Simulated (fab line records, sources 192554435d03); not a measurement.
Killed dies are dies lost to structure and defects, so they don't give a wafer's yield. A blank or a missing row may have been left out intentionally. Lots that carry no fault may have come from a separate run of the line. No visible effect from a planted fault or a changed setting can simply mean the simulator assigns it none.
Problem report in the 8D (eight disciplines) form, filled by code || flow n5_finfet || the parts of the form that need people (team, actions taken, sign-off) are left out

== 1. THE ISSUE ==
M3_ILD_THK at N5_BEOL_M3_THK_MEAS_01 reads a mean of 89.5 nm on 6 wafers of 2 lots; wafers without a fault read 79.1 nm with a standard deviation of 1. That puts it +10 standard deviations away from the usual mean.
First observed at day 11 22:46: wafer L228.3, on film_metro-02. The record holds 27 wafers of 9 lots with a number at this step. Rule for "out" (also "out of limits"): further than 4 standard deviations from the usual mean. The rest of the wafers with a number are treated as sound.

== 2. WHAT IT IS; WHAT IT IS NOT ==
{"question": "which readings at this step", "is": "M3_ILD_THK", "is not": "-"}
{"question": "which lots", "is": "L228, L229", "is not": "L214, L216, L217, L218, L230, L231, L234"}
{"question": "which wafers of those lots", "is": "all that have a number", "is not": "-"}
{"question": "read on which gauges", "is": "film_metro-02", "is not": "film_metro-01"}
{"question": "when", "is": "from day 11 22:46", "is not": "up to then (12 sound wafers); but 9 sound wafers of L230, L231, L234 came after"}

== 3. WHAT RULES OUT EACH SUSPECT ==
Counting: a tool at any process step up to the reading remains a suspect when it ran all the lots that are out and ran no sound lot after the first of those.
- the gauge at N5_BEOL_M3_THK_MEAS_01: kept. All the wafers that are out were read on film_metro-02, and no step on other tools shows them out.
- pvd_sputter-02 at N5_BEOL_M2_ANNEAL_82 (time 240 s): kept. It ran every lot that is out, first L228 (day 11 20:21), and no sound lot after that; its last sound lot up to then is L216 (day 9 10:20).
- pvd_sputter-02 at N5_BEOL_M2_SPUTTER_90 (material Cu, target thk 4.5 nm, time 8.29 s): kept. It ran every lot that is out, first L228 (day 11 20:56), and no sound lot after that; its last sound lot up to then is L216 (day 9 10:55).
- pvd_sputter-02 at N5_BEOL_M2_SPUTTER_94 (material Cu, target thk 4.5 nm, time 8.29 s): kept. It ran every lot that is out, first L228 (day 11 21:22), and no sound lot after that; its last sound lot up to then is L216 (day 9 11:21).
- pecvd-04 at N5_BEOL_M3_ILD_DEP_00 (deposits SiOC from DEMS/O2, target thk 79 nm, time 15.3 s): kept. It ran every lot that is out, first L228 (day 11 22:42), and no sound lot after that; its last sound lot up to then is L218 (day 9 19:02).
Left after counting: pvd_sputter-02 at N5_BEOL_M2_ANNEAL_82, pvd_sputter-02 at N5_BEOL_M2_SPUTTER_90, pvd_sputter-02 at N5_BEOL_M2_SPUTTER_94, pecvd-04 at N5_BEOL_M3_ILD_DEP_00, film_metro-02 at N5_BEOL_M3_THK_MEAS_01.

== 4. THE CAUSE (what the simulator had put in) ==
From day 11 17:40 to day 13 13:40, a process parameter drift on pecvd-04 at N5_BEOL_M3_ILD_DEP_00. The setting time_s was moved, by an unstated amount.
Counting left 5 suspects, and this tool is among them.

== 5. THE CHAIN OF EFFECTS, in route order ==
Rows list readings where the struck wafers' mean (over those with a number) sits beyond 3 standard deviations from the usual. Readings are gone through only where the record gives a usual standard deviation; hours: the median, over the lots, of the time from a lot's start at the first step in this table giving one to that lot's start at this step; sigmas: the change measured in usual standard deviations.
{"hours": 0, "step": "N5_BEOL_M3_THK_MEAS_01", "reading": "M3_ILD_THK", "usual": "79.1 nm", "on struck wafers": 89.5, "change": "+10.4", "sigmas": "+10"}
Later measuring or inspecting steps at which every struck wafer that the step has a row for has a number for every such reading, and none has moved that far: N5_BEOL_M4_RC_MEAS_101.

== 6. WHAT WOULD HAVE CAUGHT IT SOONER ==
In this record the first reading out of limits at a measuring or inspecting step was taken at day 11 22:46, 5 hours after the fault began at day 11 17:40.
Of the tool readings at N5_BEOL_M3_ILD_DEP_00 for which the record gives a usual standard deviation, none was out on any struck wafer, so an alarm limit of 4 standard deviations on them would not have fired.
Among the 2 lots that are out, L229 began N5_BEOL_M3_ILD_DEP_00 on pecvd-04 after day 11 22:46. It would have been spared by a hold on the tool at that moment.
